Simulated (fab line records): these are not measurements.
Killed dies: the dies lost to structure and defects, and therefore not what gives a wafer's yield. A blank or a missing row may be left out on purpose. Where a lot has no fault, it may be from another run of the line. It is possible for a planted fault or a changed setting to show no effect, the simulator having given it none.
Chamber matching ; flow n5-finfet ; 3 sister chambers for N5_BEOL_M0_SAQP_PECVD_03 on pecvd-02
The step deposits SiCN from 3MS/NH3, target thk 12 nm, time 21.1 s. 6 wafers are shown with their chamber, then 7 later ones without.

WAFERS, EACH WITH ITS CHAMBER
wafer;chamber;showerhead-plenum-p-Torr (Torr);throttle-valve-pct (%)
L086.4;1;3.656;8.8
L086.6;0;3.685;8.9
L088.2;0;3.677;8.7
L088.3;1;3.649;8.9
L090.1;2;3.674;8.3
L090.4;2;3.673;8.2

WAFERS WITH NO CHAMBER GIVEN
wafer;showerhead-plenum-p-Torr (Torr);throttle-valve-pct (%)
L090.6;3.683;8.9
L093.1;3.660;9.1
L093.4;3.651;8.8
L093.5;3.668;8.2
L097.1;3.665;8.8
L097.2;3.680;8.1
L097.5;3.657;9.1

WHICH CHAMBER EACH WENT THROUGH
wafer;from the rows above;in truth
L090.6;0;0
L093.1;1;1
L093.4;1;1
L093.5;2;2
L097.1;can't be placed: 1 or 0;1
L097.2;2;2
L097.5;1;1
Placed correctly: 6 of 7. Not placeable from these rows: 1 (in 1, the candidates include the true chamber). Placed wrongly: 0.
How it was worked out, from the rows above alone: a wafer's distance from a chamber is the root of the sum, over the readings, of the square of ((its reading less the chamber's mean) divided by the reading's scatter). If the next closest chamber is less than 2 further off than the closest, the wafer can't be placed; otherwise it belongs to the closest. A chamber's mean is the mean of its shown wafers. How the scatter is found: for the shown wafers, subtract from each reading the mean of its chamber, square and add these, divide the total by (wafers less chambers), then take the root.
